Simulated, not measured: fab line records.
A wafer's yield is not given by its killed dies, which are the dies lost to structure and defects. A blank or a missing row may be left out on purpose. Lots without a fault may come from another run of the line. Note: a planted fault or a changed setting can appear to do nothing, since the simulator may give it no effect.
Matching of chambers -- flow n5_finfet -- 4 sister chambers for N5_BEOL_M11_CMP_52 on cmp-03
The step polishes, stops on SiCOH lowk, t overpolish 7 s, target thk 140 nm. 8 wafers are shown with their chamber, then 8 later ones without.

EACH WAFER AND ITS CHAMBER
wafer,chamber,motor_current_A (A),head_pressure_psi (psi)
L080.1,3,5.9,0.9998
L082.1,3,5.8,0.9993
L082.5,2,5.7,0.9971
L085.1,2,5.8,0.9976
L085.5,1,6.3,1.0006
L087.5,0,5.8,1.0006
L087.6,1,5.9,0.9992
L093.1,0,5.4,0.9972

WAFERS MISSING THEIR CHAMBER
wafer,motor_current_A (A),head_pressure_psi (psi)
L093.2,6.5,0.9978
L093.6,6.3,1.0013
L091.2,5.8,1.0019
L091.3,6.4,0.9972
L091.5,5.5,0.9989
L096.1,5.4,0.9986
L096.2,6.0,1.0012
L096.4,5.4,1.0020

THE CHAMBER EACH PASSED THROUGH
wafer,from the rows above,in truth
L093.2,can't be placed: 1 or 3 or 2 or 0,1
L093.6,can't be placed: 1 or 3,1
L091.2,can't be placed: 3 or 1 or 0 or 2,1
L091.3,can't be placed: 1 or 2 or 3 or 0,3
L091.5,can't be placed: 0 or 2 or 3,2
L096.1,can't be placed: 0 or 2 or 3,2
L096.2,can't be placed: 1 or 3 or 0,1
L096.4,can't be placed: 0 or 3 or 1 or 2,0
0 of 8 placed correctly. These rows do not allow placing 8 (true chamber among the candidates in 8). Number placed wrongly: 0.
How it was worked out, from the rows above alone: a wafer's distance from a chamber is the root of the sum, over the readings, of the square of ((its reading less the chamber's mean) divided by the reading's scatter). The wafer belongs to the nearest chamber; if the next one is less than 2 further off, it can't be placed. A chamber's mean is the mean of its shown wafers. How the scatter is found: for the shown wafers, subtract from each reading the mean of its chamber, square and add these, divide the total by (wafers less chambers), then take the root.
